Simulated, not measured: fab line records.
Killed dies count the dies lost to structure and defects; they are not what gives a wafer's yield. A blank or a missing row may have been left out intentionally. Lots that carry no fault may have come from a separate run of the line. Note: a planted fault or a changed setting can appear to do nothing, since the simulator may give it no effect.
Chamber matching | flow n5Finfet | rieDiel-05 running N5_MOL_CONTACT_COAG_ETCH_89: 4 sister chambers
The step etches underlayer in N2/H2, target depth 13 nm, time 10.4 s. 24 wafers are shown with their chamber, then 12 later ones without.

== WAFERS PAIRED WITH THEIR CHAMBERS ==
wafer  | chamber | showerheadPlenumPTorr (Torr) | drypumpMotorCurrentA (A) | throttleValvePct (%)
L075.2 | 1       | 2.60                         | 5.5                      | 18.06
L075.3 | 3       | 2.72                         | 4.9                      | 17.87
L075.5 | 0       | 2.52                         | 5.4                      | 18.12
L076.1 | 0       | 2.52                         | 5.5                      | 18.12
L076.2 | 2       | 2.35                         | 5.9                      | 18.22
L076.4 | 1       | 2.60                         | 5.5                      | 18.08
L077.3 | 0       | 2.52                         | 5.4                      | 18.14
L077.5 | 3       | 2.71                         | 4.9                      | 17.88
L077.6 | 2       | 2.35                         | 5.8                      | 18.22
L080.1 | 2       | 2.35                         | 5.8                      | 18.23
L080.3 | 0       | 2.51                         | 5.4                      | 18.14
L080.6 | 3       | 2.71                         | 4.9                      | 17.89
L082.1 | 3       | 2.71                         | 4.9                      | 17.89
L082.2 | 2       | 2.35                         | 5.9                      | 18.24
L082.4 | 0       | 2.51                         | 5.4                      | 18.15
L084.4 | 2       | 2.34                         | 5.8                      | 18.24
L084.5 | 3       | 2.71                         | 4.9                      | 17.90
L084.6 | 0       | 2.51                         | 5.4                      | 18.15
L086.2 | 0       | 2.51                         | 5.4                      | 18.16
L086.5 | 1       | 2.59                         | 5.5                      | 18.11
L086.6 | 2       | 2.34                         | 5.8                      | 18.27
L089.1 | 2       | 2.34                         | 5.8                      | 18.27
L089.5 | 2       | 2.34                         | 5.9                      | 18.27
L089.6 | 3       | 2.70                         | 4.9                      | 17.91

SIGNATURES (means of the wafers above)
reading               | chamber 0 | chamber 1 | chamber 2 | chamber 3 | scatter within a chamber
showerheadPlenumPTorr | 2.5143    | 2.5967    | 2.3450    | 2.7100    | 0.00565
drypumpMotorCurrentA  | 5.414     | 5.500     | 5.838     | 4.900     | 0.037
throttleValvePct      | 18.1400   | 18.0833   | 18.2450   | 17.8900   | 0.0188
Rule: a wafer's distance from a chamber is the root of the sum, over the readings, of the square of ((its reading less the chamber's mean) divided by the reading's scatter). If the next closest chamber is less than 2 further off than the closest, the wafer can't be placed; otherwise it belongs to the closest. How the scatter is found: for the shown wafers, subtract from each reading the mean of its chamber, square and add these, divide the total by (wafers less chambers), then take the root.

== WAFERS WITHOUT THEIR CHAMBER ==
wafer  | showerheadPlenumPTorr (Torr) | drypumpMotorCurrentA (A) | throttleValvePct (%)
L090.1 | 2.50                         | 5.4                      | 18.18
L090.4 | 2.59                         | 5.5                      | 18.11
L090.6 | 2.59                         | 5.4                      | 18.10
L095.1 | 2.58                         | 5.5                      | 18.14
L095.4 | 2.34                         | 5.8                      | 18.31
L095.5 | 2.70                         | 4.9                      | 17.93
L096.1 | 2.69                         | 4.9                      | 17.96
L096.2 | 2.58                         | 5.5                      | 18.13
L096.4 | 2.69                         | 4.9                      | 17.95
L097.3 | 2.33                         | 5.8                      | 18.29
L097.4 | 2.33                         | 5.8                      | 18.32
L097.5 | 2.58                         | 5.5                      | 18.13

== WHICH CHAMBER EACH WENT THROUGH ==
wafer  | from the rows above | in truth
L090.1 | 0                   | 0
L090.4 | 1                   | 1
L090.6 | 1                   | 1
L095.1 | 1                   | 1
L095.4 | 2                   | 2
L095.5 | 3                   | 3
L096.1 | 3                   | 3
L096.2 | 1                   | 1
L096.4 | 3                   | 3
L097.3 | 2                   | 2
L097.4 | 2                   | 2
L097.5 | 1                   | 1
12 of 12 placed correctly. Left unplaced by these rows: 0. Number placed wrongly: 0.
